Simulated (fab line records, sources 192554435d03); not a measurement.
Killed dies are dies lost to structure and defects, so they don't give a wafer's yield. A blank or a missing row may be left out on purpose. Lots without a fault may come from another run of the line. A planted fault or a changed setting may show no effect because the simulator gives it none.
Chamber matching | flow n5_finfet | N5_FIN_CUT_ETCH_21 on rie_diel-06: 4 sister chambers
The step etches SOC in N2/H2, target depth 219 nm, overetch 43.8 nm, time 523.5 s. 4 wafers are shown with their chamber, then 8 later ones without.

WAFERS WITH THEIR CHAMBER
wafer  | chamber | showerhead_plenum_p_Torr (Torr)
L081.6 | 0       | 2.53
L085.3 | 1       | 2.56
L085.6 | 2       | 2.48
L087.1 | 3       | 2.44

WAFERS WITHOUT THEIR CHAMBER
wafer  | showerhead_plenum_p_Torr (Torr)
L087.4 | 2.52
L087.5 | 2.52
L089.1 | 2.52
L089.3 | 2.56
L089.5 | 2.52
L092.4 | 2.47
L092.5 | 2.47
L092.6 | 2.55

WHICH CHAMBER EACH WENT THROUGH
wafer  | from the rows above     | in truth
L087.4 | 0                       | 0
L087.5 | 0                       | 0
L089.1 | 0                       | 0
L089.3 | 1                       | 1
L089.5 | 0                       | 0
L092.4 | 2                       | 2
L092.5 | 2                       | 2
L092.6 | can't be placed: 1 or 0 | 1
Placed correctly: 7 of 8. Can't be placed from these rows: 1 (the true chamber is among the candidates in 1). Placed wrongly: 0.
How it was worked out, from the rows above alone: a wafer's distance from a chamber is the root of the sum, over the readings, of the square of ((its reading less the chamber's mean) divided by the reading's scatter). The wafer belongs to the nearest chamber; if the next one is less than 2 further off, it can't be placed. A chamber's mean is the mean of its shown wafers. The scatter: with one shown wafer a chamber, the root of the mean of the squares of how far each hidden wafer lies from its nearest shown one.
